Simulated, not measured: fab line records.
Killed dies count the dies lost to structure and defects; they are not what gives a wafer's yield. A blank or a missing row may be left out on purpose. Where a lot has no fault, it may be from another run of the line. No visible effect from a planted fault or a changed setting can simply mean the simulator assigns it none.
Comparing a struck lot with a sound one || flow n5-finfet || 35 out of 1938 route steps
Sound: wafers L655.2, L655.4, L655.6. Struck: wafers L665.1, L665.2, L665.5. The cause is named last.
Order at every step that has rows: each side's tool, ch and its chambers, its first start. Under that, the readings that differ: sound wafers || struck wafers || difference of the means || sigmas: that difference in standard deviations of wafers without a fault.
alike: words and numbers the same on both sides, and readings whose means are apart by under 2 such deviations; not compared: readings that were withheld, readings missing a value for some wafer, numbers with overlapping values and no deviation given by the record, and bounds like >300 which may hide the same value.
Wherever a step has rows on one side only, a row that says differs or no value, or a row with sigmas, the two part there. Numbers that have no deviation but don't overlap get no sigmas and don't part them. Lack of a reading on every wafer of one side parts them only where that side has two or more wafers.

first, 10 steps without rows for these wafers: N5_BEOL_M5_ILD_DEP_00 (deposits SiCOH lowk from DEMS/porogen, target thk 140.64 nm, time 25.9 s); N5_BEOL_M5_CURE_79 (cures SiCOH lowk, time 240 s); N5_BEOL_M5_PECVD_70 (deposits SiO2 from TEOS/O2, target thk 16 nm, time 18 s); N5_BEOL_M5_HM_DEP_02 (deposits TiN, target thk 20 nm); N5_BEOL_M5_COAT_59 (time 60 s, resist thk 60 nm); N5_BEOL_M5_COAT_60 (time 60 s, resist thk 12 nm); N5_BEOL_M5_COAT_71 (time 60 s, resist thk 5 nm); N5_BEOL_M5_COAT_05 (resist thk 30 nm); N5_BEOL_M5_EBR_07; N5_BEOL_M5_SOFTBAKE_06 (time 60 s).
N5_BEOL_M5_EXPOSE_08: exposes mask M5, target cd 28 nm.
  sound on euv-scanner-02 ch 0, day 8 11:55; struck on euv-scanner-02 ch 0, day 10 19:05
{"reading": "exposure-dose-mJ-cm2", "sound": "35.68 35.61 35.67", "struck": "34.88 34.86 34.82", "difference": -0.80, "sigmas": -14}
  alike: mask, reticle-temp-C
then, 2 steps without rows for these wafers: N5_BEOL_M5_PEB_09 (peb time 60 s); N5_BEOL_M5_DEVELOP_10 (develop time 30 s).
N5_BEOL_M5_DESCUM_16: chemistry O2, time 7 s.
  sound on rie-diel-03 ch 2,3, day 8 12:10; struck on rie-diel-01 ch 0,2, day 10 20:16
{"reading": "drypump-motor-current-A (A)", "sound": "6.6 6.4 6.4", "struck": "5.1 5.4 5.1", "difference": -1.3, "sigmas": -3}
  alike: oes-product-au, rf-vpp-V, showerhead-plenum-p-Torr, temp-c, throttle-valve-pct
  not compared: rf-hours-counter-h, model.BEOL_M5.cd-nm
then, 19 steps without rows for these wafers: N5_BEOL_M5_ETCH_72 (etches underlayer in N2/H2, target depth 6.5 nm, time 5.2 s); N5_BEOL_M5_ETCH_61 (etches SiARC in CF4, target depth 15.6 nm, time 26 s); N5_BEOL_M5_ETCH_62 (etches SOC in N2/H2, target depth 75 nm, overetch 15 nm, time 112.5 s); N5_BEOL_M5_STRIP_63 (strips in N2/H2); N5_BEOL_M5_STRIP_73 (strips in N2/H2); N5_BEOL_M5_STRIP_64 (strips in CF4); N5_BEOL_M5_HM_OPEN_17 (chemistry Cl2/BCl3, target TiN, target depth 20 nm, overetch 6 nm); N5_BEOL_M5_STRIP_19 (strips in O2); N5_BEOL_M5_COAT_65 (time 60 s, resist thk 60 nm); N5_BEOL_M5_COAT_66 (time 60 s, resist thk 12 nm); N5_BEOL_M5_COAT_74 (time 60 s, resist thk 5 nm); N5_BEOL_M5_COAT_22 (resist thk 30 nm); N5_BEOL_M5_EBR_24; N5_BEOL_M5_SOFTBAKE_23 (time 60 s); N5_BEOL_M5_EXPOSE_25 (exposes mask V4, defocus 10 nm); N5_BEOL_M5_PEB_26 (peb time 60 s); N5_BEOL_M5_DEVELOP_27 (develop time 30 s); N5_BEOL_M5_DESCUM_33 (chemistry O2, time 7 s); N5_BEOL_M5_ETCH_75 (etches underlayer in N2/H2, target depth 6.5 nm, time 5.2 s).
N5_BEOL_M5_ETCH_41: etches SiCN in CH3F/O2, target depth 31.5 nm, time 56.7 s.
  sound on rie-diel-03 ch 0,1,3; struck on rie-diel-01 ch 1,2
{"reading": "rf-vpp-V (V)", "sound": "300.0 299.3 298.9", "struck": "297.5 295.1 296.0", "difference": -3.2, "sigmas": -2}
{"reading": "model.BEOL_M5.cd-nm (nm)", "sound": "28 28 28", "struck": "27.2 27.4 27.8", "difference": -0.5, "sigmas": ""}
  alike: CH3F_flow_sccm, O2_flow_sccm, drypump-motor-current-A, oes-product-au, showerhead-plenum-p-Torr, throttle-valve-pct
  not compared: rf-hours-counter-h
following that, these wafers have no rows for 1 step: N5_PASSIVATION_PROBE_49.

WHERE THEY PART
At N5_BEOL_M5_EXPOSE_08 first; at N5_BEOL_M5_ETCH_41 last (within this record only).

WHY: what the simulator had put in
Process parameters drifting: euv-scanner-02 at N5_BEOL_M5_EXPOSE_08, beginning at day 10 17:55. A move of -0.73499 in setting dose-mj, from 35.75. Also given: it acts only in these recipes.
